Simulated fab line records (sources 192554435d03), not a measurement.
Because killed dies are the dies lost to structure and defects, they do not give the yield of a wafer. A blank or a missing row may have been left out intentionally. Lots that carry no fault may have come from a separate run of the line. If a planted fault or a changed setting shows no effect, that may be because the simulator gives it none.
fab line records -- flow n5-finfet
record lots=10, wafers=27, last-day=19
route steps=1938 shown DUMMY_GATE@246 SPACER0@258 SD_EPI_N@268 BEOL_M4@1111
lots that met no fault: from a run of the same line without faults
start-h: hours from the record's opening day to when the first of the lot's shown wafers began -- wait-h: how many hours have passed since the lot's step before this one -- " same as the row above -- L1.1+2: a single row standing in for several wafers -- - value missing, or start not given -- * or withheld: withheld -- < > ~ a bound
route shown NAME@n: a module of which the file shows steps, and the number in the route of the first -- usual: mean and standard deviation over wafers with no fault -- same: alike in all rows -- chamber/n: place in a boat -- sites: per-site readings -- _std_site: the standard deviation of these -- _edge_site: outer sites' mean less inner sites' -- radius-mm: how far each site lies from the wafer's centre -- mask NAME#n: copy n -- behind: the last tool/chamber to shape the wafer -- hold: why the lot was held/for how many hours/how that ended -- device: whichever transistor did not switch (one of n, p or np) -- end of line: at the end of the route, the tests of the same wafers -- a step without rows: its recipe alone -- killed: the dies lost at the first sort to structure and to defects; this is not the yield of the wafer -- map: a wafer's dies, x killed, . not, _ none there
set.NAME: the setting that was run; set.NAME@STEP: the one run at that earlier step -- model.NAME: the simulator's own value behind a step, which no gauge read
one table for each step of the route and one row for each wafer, over a sample of lots
services: a tool's chamber out of use, with start hour (start-h, from the record's first day; less than 0 if before it), hours out, and reason
## steps
# step N5_DUMMY_GATE_ETCH_32
# recipe chemistry=CF4, target=SiO2, target-depth-a=35, time-s=3.9, ion-energy-ev=350, pressure-mtorr=10, icp-w=800, bias-w=400, cf4-flow-sccm=80
# usual drypump-motor-current-A=5.5/0.36, oes-product-au=0.996/0.02, throttle-valve-pct=21.72/0.27
lot.wafer,tool,chamber,start-h,wait-h,drypump-motor-current-A,oes-product-au,rf-hours-counter-h,throttle-valve-pct
L460.5,rie-si-01,1,46.06,0.0,5.8,0.985,-,21.95
L460.6,rie-si-01,2,46.06,0.0,5.9,0.978,-,21.41
L463.1,rie-si-01,1,69.15,0.1,5.8,0.983,62,21.97
L463.2,rie-si-01,0,69.15,0.1,5.4,1.000,193,21.63
L463.3,rie-si-01,2,69.15,0.1,5.9,0.980,127,21.42
L467.1,rie-si-01,0,88.15,0.1,5.4,1.008,194,21.65
L467.4,rie-si-01,3,88.15,0.1,5.6,0.980,109,21.87
L467.5,rie-si-01,3,88.15,0.1,5.6,0.976,-,21.87
L471.5,rie-si-05,2,113.42,0.0,5.5,0.989,-,21.16
L474.1,rie-si-01,1,130.62,0.1,5.8,0.984,63,21.96
L474.4,rie-si-01,0,130.62,0.1,5.4,1.012,194,21.65
L474.5,rie-si-01,1,130.62,0.1,5.8,0.993,-,21.98
L475.1,rie-si-03,3,138.90,0.1,5.4,0.988,176,21.75
L475.3,rie-si-03,1,138.90,0.1,5.2,0.992,49,22.16
L475.6,rie-si-03,2,138.90,0.1,6.0,1.006,-,21.66
L477.4,rie-si-01,1,148.44,0.0,5.8,0.979,-,21.95
L477.5,rie-si-01,2,148.44,0.0,5.9,0.973,-,21.41
L477.6,rie-si-01,3,148.44,0.0,5.6,0.971,-,21.88
L479.2,rie-si-05,3,164.60,0.1,5.1,1.019,71,21.73
L479.4,rie-si-05,3,164.60,0.1,5.1,1.012,-,21.73
L479.6,rie-si-05,1,164.60,0.1,5.1,0.979,-,21.57
L480.4,rie-si-01,1,169.43,0.1,5.8,0.969,64,21.97
L480.5,rie-si-01,3,169.43,0.1,5.6,0.974,-,21.87
L480.6,rie-si-01,0,169.43,0.1,5.4,1.030,-,21.37
L481.1,rie-si-03,0,172.88,0.1,5.1,0.988,1,22.12
L481.2,rie-si-03,3,172.88,0.1,5.4,1.000,176,21.75
L481.4,rie-si-03,2,172.88,0.1,6.0,1.003,84,21.66
# step N5_DUMMY_GATE_ETCH_23
# recipe chemistry=HBr/Cl2/O2, HBr_flow_sccm=150, Cl2_flow_sccm=80, O2_flow_sccm=12, bias-w=102, target-depth-a=410, time-s=22.3, target=poly-Si, mask-material=SiO2, pressure-mtorr=10, icp-w=800
# usual HBr_flow_sccm=150.0/0.46, drypump-motor-current-A=5.5/0.36, oes-product-au=0.995/0.016, throttle-valve-pct=37.3/0.5
lot.wafer,tool,chamber,start-h,wait-h,HBr_flow_sccm,drypump-motor-current-A,oes-product-au,rf-hours-counter-h,throttle-valve-pct
L460.5,rie-si-01,1,46.11,0.0,149.6,5.7,0.988,-,37.3
L460.6,rie-si-01,2,46.11,0.0,150.4,5.9,0.975,-,37.0
L463.1,rie-si-01,1,69.18,0.0,150.8,5.8,0.994,62,37.3
L463.2,rie-si-01,0,69.18,0.0,149.6,5.4,1.004,193,37.0
L463.3,rie-si-01,2,69.18,0.0,150.2,5.9,0.973,127,37.0
L467.1,rie-si-01,0,88.18,0.0,149.8,5.4,1.004,194,37.0
L467.4,rie-si-01,3,88.18,0.0,150.4,5.6,0.994,109,37.5
L467.5,rie-si-01,3,88.18,0.0,149.9,5.6,0.983,-,37.5
L471.5,rie-si-05,2,113.46,0.0,150.0,5.5,0.998,-,36.2
L474.1,rie-si-01,1,130.66,0.0,150.5,5.8,0.998,63,37.3
L474.4,rie-si-01,0,130.66,0.0,149.8,5.4,1.005,194,37.0
L474.5,rie-si-01,1,130.66,0.0,150.7,5.8,0.983,-,37.3
L475.1,rie-si-03,3,138.93,0.0,149.5,5.4,0.995,176,37.5
L475.3,rie-si-03,1,138.93,0.0,150.2,5.2,0.995,49,38.1
L475.6,rie-si-03,2,138.93,0.0,150.2,6.0,0.994,-,37.3
L477.4,rie-si-01,1,148.48,0.0,150.1,5.8,0.974,-,37.3
L477.5,rie-si-01,2,148.48,0.0,150.0,5.9,0.962,-,37.0
L477.6,rie-si-01,3,148.48,0.0,150.5,5.6,0.980,-,37.5
L479.2,rie-si-05,3,164.63,0.0,149.5,5.2,1.005,71,37.4
L479.4,rie-si-05,3,164.63,0.0,149.5,5.1,1.006,-,37.4
L479.6,rie-si-05,1,164.63,0.0,148.7,5.1,0.985,-,37.0
L480.4,rie-si-01,1,169.47,0.0,149.7,5.8,0.988,64,37.3
L480.5,rie-si-01,3,169.47,0.0,150.3,5.6,0.995,-,37.5
L480.6,rie-si-01,0,169.47,0.0,149.5,5.4,1.048,-,36.6
L481.1,rie-si-03,0,172.91,0.0,149.4,5.1,0.978,1,38.4
L481.2,rie-si-03,3,172.91,0.0,149.7,5.3,1.000,176,37.6
L481.4,rie-si-03,2,172.91,0.0,150.4,6.0,0.992,84,37.3
# step N5_SPACER0_ALD_07
# recipe material=SiNx, target-thk-a=20, temp-c=400, ald-precursor-family=SiH2I2, ald-co-reactant=N2/H2-plasma, pressure-torr=2
# usual heater-power-w=840/67, susceptor-temp-C=399.98/0.23
lot.wafer,tool,chamber,start-h,wait-h,heater-power-w,susceptor-temp-C
L460.5,ald-sin-03,1,47.55,1.0,809,400.04
L460.6,ald-sin-03,2,47.55,1.0,1006,399.96
L463.1,ald-sin-02,2,69.67,0.0,764,400.12
L463.2,ald-sin-02,0,69.67,0.0,884,400.22
L463.3,ald-sin-02,3,69.67,0.0,806,400.48
L467.1,ald-sin-03,0,90.60,2.0,874,399.74
L467.4,ald-sin-03,1,90.60,2.0,802,400.00
L467.5,ald-sin-03,0,90.60,2.0,878,400.27
L471.5,ald-sin-03,1,114.00,0.1,828,400.60
L474.1,ald-sin-02,0,133.24,2.1,874,399.99
L474.4,ald-sin-02,1,133.24,2.1,786,400.12
L474.5,ald-sin-02,3,133.24,2.1,803,399.77
L475.1,ald-sin-03,1,139.75,0.4,822,400.13
L475.3,ald-sin-03,3,139.75,0.4,891,399.81
L475.6,ald-sin-03,0,139.75,0.4,895,399.91
L477.4,ald-sin-01,2,149.48,0.6,784,400.27
L477.5,ald-sin-01,2,149.48,0.6,787,399.76
L477.6,ald-sin-01,1,149.48,0.6,846,400.47
L479.2,ald-sin-02,1,165.27,0.1,809,399.91
L479.4,ald-sin-02,2,165.27,0.1,744,400.19
L479.6,ald-sin-02,0,165.27,0.1,868,399.93
L480.4,ald-sin-02,3,170.18,0.2,807,400.09
L480.5,ald-sin-02,3,170.18,0.2,820,400.08
L480.6,ald-sin-02,2,170.18,0.2,759,399.68
L481.1,ald-sin-02,2,173.40,0.0,763,400.15
L481.2,ald-sin-02,3,173.40,0.0,827,400.12
L481.4,ald-sin-02,1,173.40,0.0,769,399.93
# step N5_SD_EPI_N_PEB_07
# recipe peb-temp-c=110, peb-time-s=60, resist=CAR-ArF-block
# usual chill-plate-temp-C=23.02/0.11, plate-temp-C=109.98/0.13
lot.wafer,tool,chamber,start-h,wait-h,chill-plate-temp-C,plate-temp-C
L460.5,litho-track-03,0,48.26,0.0,23.08,110.07
L460.6,litho-track-03,0,48.26,0.0,23.10,109.89
L463.1,litho-track-01,0,70.44,0.1,22.88,109.78
L463.2,litho-track-01,0,70.44,0.1,22.90,109.88
L463.3,litho-track-01,0,70.44,0.1,22.72,110.03
L467.1,litho-track-03,0,91.50,0.1,23.07,110.58
L467.4,litho-track-03,0,91.50,0.1,23.01,110.79
L467.5,litho-track-03,0,91.50,0.1,22.99,110.68
L471.5,litho-track-03,0,114.82,0.0,22.94,110.67
L474.1,litho-track-01,0,134.14,0.1,23.14,109.82
L474.4,litho-track-01,0,134.14,0.1,23.12,109.80
L474.5,litho-track-01,0,134.14,0.1,23.19,109.70
L475.1,litho-track-05,0,140.53,0.1,22.92,109.97
L475.3,litho-track-05,0,140.53,0.1,23.05,109.90
L475.6,litho-track-05,0,140.53,0.1,22.88,110.15
L477.4,litho-track-01,0,150.38,0.0,23.13,109.91
L477.5,litho-track-01,0,150.38,0.0,23.10,110.01
L477.6,litho-track-01,0,150.38,0.0,23.18,109.94
L479.2,litho-track-03,0,166.05,0.0,23.06,109.90
L479.4,litho-track-03,0,166.05,0.0,23.08,110.04
L479.6,litho-track-03,0,166.05,0.0,22.88,109.66
L480.4,litho-track-05,0,171.08,0.0,23.06,110.05
L480.5,litho-track-05,0,171.08,0.0,23.05,110.08
L480.6,litho-track-05,0,171.08,0.0,23.07,109.94
L481.1,litho-track-05,0,174.30,0.1,22.71,110.05
L481.2,litho-track-05,0,174.30,0.1,22.91,110.00
L481.4,litho-track-05,0,174.30,0.1,22.94,110.04
# step N5_BEOL_M4_RC_MEAS_101
# usual DIBL_N=36.1/2.5, DIBL_P=36/3.3, IOFF_N=0.16/0.046, IOFF_P=0.20/0.051, ION_N=676/16, ION_P=462/11, SS_N=71.6/0.87, SS_P=73.2/0.86, VT_N=251/4.4, VT_P=-252/4.6
lot.wafer,tool,chamber,start-h,wait-h,DIBL_N[mV/V],DIBL_P[mV/V],IOFF_N[nA/um],IOFF_P[nA/um],ION_N[uA/um],ION_P[uA/um],SS_N[mV/dec],SS_P[mV/dec],VT_N[mV],VT_P[mV]
L460.5,prober-02,0,201.20,0.6,36.6,37,0.17,0.21,683,459,71.8,73.2,249,-250
L460.6,prober-02,0,201.20,0.6,37.9,39,0.20,0.26,692,472,72.5,74.2,248,-248
L463.1,prober-02,0,202.87,0.0,34.5,35,0.13,0.17,677,463,71.4,72.9,250,-253
L463.2,prober-02,0,202.87,0.0,41.0,42,0.25,0.30,694,463,72.8,75.3,243,-249
L463.3,prober-02,0,202.87,0.0,35.1,36,0.14,0.18,675,465,71.4,73.1,250,-255
L467.1,prober-01,0,235.91,0.0,33.5,33,0.12,0.16,688,473,70.3,72.1,253,-253
L467.4,prober-01,0,235.91,0.0,36.6,37,0.17,0.22,677,462,72.3,73.1,247,-251
L467.5,prober-01,0,235.91,0.0,35.9,36,0.15,0.19,699,472,71.2,72.9,251,-251
L471.5,prober-02,0,270.86,0.6,33.2,29,0.10,0.11,666,447,70.3,71.5,260,-262
L474.1,prober-01,0,294.50,0.0,37.8,36,0.21,0.19,676,452,73.2,72.3,247,-250
L474.4,prober-01,0,294.50,0.0,40.8,43,0.28,0.33,710,485,72.2,74.8,242,-241
L474.5,prober-01,0,294.50,0.0,38.4,39,0.24,0.24,706,474,72.7,72.9,243,-245
L475.1,prober-01,0,301.94,0.0,38.2,38,0.15,0.16,668,448,72.4,74.4,252,-260
L475.3,prober-01,0,301.94,0.0,36.2,35,0.12,0.13,678,449,72.2,73.6,256,-260
L475.6,prober-01,0,301.94,0.0,39.5,38,0.17,0.16,655,434,73.1,74.2,251,-260
L477.4,prober-01,0,307.45,0.5,35.8,34,0.13,0.16,680,465,71.4,72.1,253,-253
L477.5,prober-01,0,307.45,0.5,36.5,36,0.13,0.18,673,463,71.2,73.1,254,-251
L477.6,prober-01,0,307.45,0.5,39.0,38,0.18,0.20,680,457,72.0,73.3,252,-252
L479.2,prober-01,0,313.35,0.2,35.2,35,0.13,0.20,672,473,71.3,72.6,253,-252
L479.4,prober-01,0,313.35,0.2,33.2,31,0.10,0.14,647,452,71.0,72.2,258,-257
L479.6,prober-01,0,313.35,0.2,34.9,33,0.13,0.18,664,461,71.7,72.7,255,-252
L480.4,prober-02,0,327.82,0.5,33.9,34,0.13,0.19,663,455,71.0,72.9,253,-250
L480.5,prober-02,0,327.82,0.5,39.7,41,0.25,0.34,706,477,72.1,74.5,244,-243
L480.6,prober-02,0,327.82,0.5,36.0,32,0.16,0.16,661,451,73.0,72.5,253,-249
L481.1,prober-02,0,335.08,0.0,38.2,38,0.19,0.24,660,462,72.5,73.5,248,-243
L481.2,prober-02,0,335.08,0.0,38.2,39,0.19,0.26,679,471,72.5,74.0,249,-247
L481.4,prober-02,0,335.08,0.0,37.5,38,0.18,0.24,692,474,71.3,73.4,246,-245
## services
tool,chamber,start-h,hours,kind
ald-sin-03,0,26.26,3.7,repair
ald-sin-03,-,31.60,0.8,repair
ald-sin-01,-,32.02,2.9,repair
ald-sin-01,0,46.32,4.2,repair
rie-si-05,1,50.86,4.2,repair
rie-si-03,1,57.68,5.0,repair
ald-sin-02,-,70.20,2.8,pm
ald-sin-03,3,70.52,4.1,repair
rie-si-03,2,75.74,6.2,repair
rie-si-01,-,81.58,0.9,repair
ald-sin-01,-,86.19,14.0,pm
rie-si-03,2,103.49,2.8,repair
rie-si-05,-,123.69,15.6,pm
rie-si-03,0,125.27,-,clean
rie-si-03,0,125.27,13.3,scheduled-down
rie-si-03,0,125.27,13.3,vent-cycle
rie-si-05,0,140.84,7.3,repair
rie-si-01,0,144.56,-,clean
rie-si-01,0,144.56,18.8,scheduled-down
rie-si-01,0,144.56,18.8,vent-cycle
rie-si-03,3,145.68,3.8,repair
rie-si-05,0,148.17,-,clean
rie-si-05,0,148.17,22.8,scheduled-down
rie-si-05,3,151.61,2.5,repair
## key
first-sign step=N5_SD_EPI_N_PEB_07, reading=plate-temp-C, direction=up, sigmas=5.3, usual=*, struck=*
effect none on later readings
met-at N5_SD_EPI_N_PEB_07
struck-lots L467,L471
not-acting-at N5_DUMMY_GATE_ETCH_32,N5_DUMMY_GATE_ETCH_23,N5_SPACER0_ALD_07
onset-between 48.26 91.50
fault kind=process-parameter-drift, tool=litho-track-03, chamber=-, onset-h=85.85, steps=N5_SD_EPI_N_PEB_07, channel=peb-temp-c, offset=*, shape=step, end-h=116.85, acts-in=*, stated=*
